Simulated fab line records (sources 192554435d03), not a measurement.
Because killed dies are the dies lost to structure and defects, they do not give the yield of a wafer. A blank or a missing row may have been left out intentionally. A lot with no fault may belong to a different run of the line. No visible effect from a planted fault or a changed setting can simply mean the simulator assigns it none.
What tool caused it? + flow n5_finfet + 32 wafers from 11 lots sampled at 2 of the route's 1938 steps

## WHAT THE GAUGES SHOWED, per wafer
N5_BEOL_M5_OVL_MEAS_12. Usual: M5_OVL gives 0.3 nm (standard deviation 0.71).
| lot  | measured     | on         | M5_OVL (nm)   | flag |
|------|--------------|------------|---------------|------|
| L639 | day 8 17:53  | overlay-02 | 0.8 0.2 0.4   |      |
| L642 | day 11 16:33 | overlay-01 | -0.2 0.3 -0.5 |      |
| L644 | day 12 06:06 | overlay-01 | 0.2 1.3       |      |
| L643 | day 12 10:35 | overlay-01 | -0.9 0.2 -0.9 |      |
| L647 | day 12 11:37 | overlay-01 | 0.2 -0.4 0.4  |      |
| L651 | day 13 17:34 | overlay-01 | 0.7 1.0 0.8   |      |
| L654 | day 14 00:21 | overlay-02 | -0.5 -0.5 0.4 |      |
| L658 | day 14 03:01 | overlay-01 | 1.0 0.5 0.9   |      |
| L660 | day 16 02:22 | overlay-02 | 0.4 0.7 1.0   |      |
| L662 | day 16 05:13 | overlay-01 | 1.3 0.9 1.0   |      |
| L661 | day 16 04:50 | overlay-01 | -0.9 0.0 1.0  |      |

## WHAT TOOL EACH LOT RAN ON (gives the tool, then ch and the chambers of the sampled wafers, and finally the start)
| lot  | N5_BEOL_M5_CURE_79            |
|------|-------------------------------|
| L639 | uv_cure-02 ch 0, day 8 16:47  |
| L642 | uv_cure-01 ch 1, day 11 13:32 |
| L644 | uv_cure-02 ch 1, day 12 03:25 |
| L643 | uv_cure-02 ch 1, day 12 07:23 |
| L647 | uv_cure-02 ch 0, day 12 10:39 |
| L651 | uv_cure-03 ch 2, day 13 15:57 |
| L654 | uv_cure-01 ch 1, day 13 22:40 |
| L658 | uv_cure-03 ch 2, day 14 01:22 |
| L660 | uv_cure-01 ch 0, day 16 00:33 |
| L662 | uv_cure-01 ch 0, day 16 02:59 |
| L661 | uv_cure-03 ch 2, day 16 03:04 |
- N5_BEOL_M5_CURE_79: cures SiCOH lowk, time 240 s.

## WHAT THE TOOLS THEMSELVES READ (means of the sampled wafers that have a number; where no wafer has one, the mark that the record gives instead)
N5_BEOL_M5_CURE_79. Usual: lamp_power_pct 52.31 %, standard deviation 0.05; wafer_temp_C_max 387.2, standard deviation 0.57.
| lot  | tool       | lamp_power_pct (%) | wafer_temp_C_max | flag |
|------|------------|--------------------|------------------|------|
| L639 | uv_cure-02 | 52.29              | 387.3            |      |
| L642 | uv_cure-01 | 52.34              | 386.7            |      |
| L644 | uv_cure-02 | 52.34              | 388.9            |      |
| L643 | uv_cure-02 | 52.31              | 387.5            |      |
| L647 | uv_cure-02 | 52.27              | 386.6            |      |
| L651 | uv_cure-03 | 52.26              | 387.6            |      |
| L654 | uv_cure-01 | 52.31              | 386.3            |      |
| L658 | uv_cure-03 | 52.32              | 387.4            |      |
| L660 | uv_cure-01 | 52.26              | 387.9            |      |
| L662 | uv_cure-01 | 52.34              | 387.3            |      |
| L661 | uv_cure-03 | 52.32              | 387.5            |      |

## THE ANSWER, worked out from the rows above alone
Rule: a lot counts as off when the mean over its wafers that have a number is more than 3 standard deviations away from the usual mean. A lot without any number at a reading at which 4 lots or more have one is off too. All remaining lots with rows at the step are treated as sound. The gauges are gone through in route order, then the tools' own readings, and for those a lot's mean is taken as printed above. The first step at which some lot is off is used, and at that step the reading that is off furthest; a lot without a number counts as furthest.
Across all readings shown, no lot is off: no conclusion can be drawn from this.

## WHAT THE SIMULATOR PUT IN
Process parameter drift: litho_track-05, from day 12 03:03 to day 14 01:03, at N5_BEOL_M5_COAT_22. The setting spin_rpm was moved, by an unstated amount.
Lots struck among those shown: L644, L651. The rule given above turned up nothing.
